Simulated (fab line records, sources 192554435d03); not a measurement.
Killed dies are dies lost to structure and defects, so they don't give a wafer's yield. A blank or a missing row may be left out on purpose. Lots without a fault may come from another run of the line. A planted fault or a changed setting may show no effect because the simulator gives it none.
Split-lot experiment | flow n5_finfet | 7 lots, 21 wafers read, on a route of 1938 steps

THE SPLIT
At N5_BEOL_M10_COAT_64 (time 60 s, resist thk 30 nm), the setting spin_rpm was moved away from the recipe's 1500 rpm on 6 of the 21 wafers read, by -7.8% to +8.9%. The other wafers ran this setting at the recipe's value.

FROM THE SPLIT TO THE READING: what the file shows between them, 4 steps
- N5_BEOL_M10_PEB_26: peb time 60 s (also split here: peb_time_s)
- N5_BEOL_M10_DEVELOP_27: develop time 30 s
- N5_BEOL_M10_CD_MEAS_28: target cd 70 nm
- N5_BEOL_M10_DESCUM_33: chemistry O2, time 7.9 s

THE READING
CAR-ArF_of_BEOL_M10_COAT_22.thk_nm (the simulator's own value, which no gauge read), in nm, at N5_BEOL_M10_ETCH_65 (etches SiARC in CF4, target depth 39 nm, time 65 s). The file gives no usual value for it. The 15 wafers here that ran the recipe average 55.5 nm, standard deviation 0.36 nm.

wafer  | tool, chamber at the split | spin_rpm as run, rpm | against the recipe | CAR-ArF_of_BEOL_M10_COAT_22.thk_nm, nm | against lot-mates on the recipe
L074.1 | litho_track-03, 0          | 1500                 | recipe             | 55.2                                   | -
L074.3 | litho_track-03, 0          | 1500                 | recipe             | 55                                     | -
L074.5 | litho_track-03, 0          | 1500                 | recipe             | 55                                     | -
L077.3 | litho_track-02, 0          | 1500                 | recipe             | 56                                     | -
L077.4 | litho_track-02, 0          | 1500                 | recipe             | 56                                     | -
L077.6 | litho_track-02, 0          | 1500                 | recipe             | 55.6                                   | -
L080.2 | litho_track-03, 0          | 1500                 | recipe             | 55.4                                   | -
L080.4 | litho_track-03, 0          | 1500                 | recipe             | 56                                     | -
L080.6 | litho_track-03, 0          | 1500                 | recipe             | 55.6                                   | -
L082.1 | litho_track-02, 0          | 1500                 | recipe             | 56                                     | -
L082.2 | litho_track-02, 0          | 1383                 | -7.8%              | 54.8                                   | -1.2
L082.6 | litho_track-02, 0          | 1383                 | -7.8%              | 54.6                                   | -1.4
L084.2 | litho_track-05, 0          | 1500                 | recipe             | 55.4                                   | -
L084.4 | litho_track-05, 0          | 1500                 | recipe             | 55.4                                   | -
L084.6 | litho_track-05, 0          | 1500                 | recipe             | 55.4                                   | -
L091.2 | litho_track-05, 0          | 1633                 | +8.9%              | 56.4                                   | +1.2
L091.3 | litho_track-05, 0          | 1633                 | +8.9%              | 56.4                                   | +1.2
L091.4 | litho_track-05, 0          | 1500                 | recipe             | 55.2                                   | -
L094.1 | litho_track-05, 0          | 1588                 | +5.9%              | 56.6                                   | +0.6
L094.2 | litho_track-05, 0          | 1588                 | +5.9%              | 56.6                                   | +0.6
L094.3 | litho_track-05, 0          | 1500                 | recipe             | 56                                     | -

THE FIT
A straight line over all 21 wafers: CAR-ArF_of_BEOL_M10_COAT_22.thk_nm changes by +0.116 nm for each +1% of spin_rpm; r = +0.81; the points scatter about the line by 0.35 nm.
The same after taking each lot's own level away (the mean of its wafers on the recipe; 21 wafers): +0.142 nm for each +1%; r = +0.97; scatter 0.16 nm.
On that fit, the largest move of spin_rpm shifts the reading by 1.3 nm.
The lots' own levels span 55.07 to 56.00 nm, that is 2.6 times the standard deviation above.
So the lot-to-lot level changes the slope: the two fits differ.
Check: with one of the wafers moved furthest among these (+8.9%) left out of the fit, the line predicts +1.21 nm for it against its lot-mates. It came out at +1.2 nm against them.

OTHER SPLITS ON THESE WAFERS
These wafers also went through other splits before the reading. Each is held against what the fit with the lots' levels taken away leaves over:
other split on the same wafers   | wafers away from the commonest value | r with CAR-ArF_of_BEOL_M10_COAT_22.thk_nm (lot level and that fit taken away)
N5_BEOL_M7_ETCH_41 source_w      | 4                                    | +0.29
N5_BEOL_M8_ETCH_65 source_w      | 6                                    | -0.16
N5_BEOL_M9_TRENCH_ETCH_37 bias_w | 7                                    | +0.14
N5_BEOL_M10_PEB_26 peb_time_s    | 9                                    | -0.04

THE WHOLE CHAIN: every reading that the file lists as answering this split, in the file's order
step                | what it does                                       | reading                                                                             | change (the file's fit)               | r (the file's)
N5_BEOL_M10_COAT_64 | time 60 s, resist thk 30 nm                        | SiARC_of_BEOL_M10_COAT_64.thk_nm (the simulator's own value, which no gauge read)   | -0.151 nm for each +1% of the setting | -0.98
N5_BEOL_M10_ETCH_65 | etches SiARC in CF4, target depth 39 nm, time 65 s | etch.depth_nm (the simulator's own value, which no gauge read)                      | -0.15 nm for each +1% of the setting  | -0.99
N5_BEOL_M10_ETCH_65 | etches SiARC in CF4, target depth 39 nm, time 65 s | CAR-ArF_of_BEOL_M10_COAT_22.thk_nm (the simulator's own value, which no gauge read) | +0.14 nm for each +1% of the setting  | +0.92

THE FILE'S OWN FIT
CAR-ArF_of_BEOL_M10_COAT_22.thk_nm changes by +0.14 nm for each +1% of spin_rpm, r = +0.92.
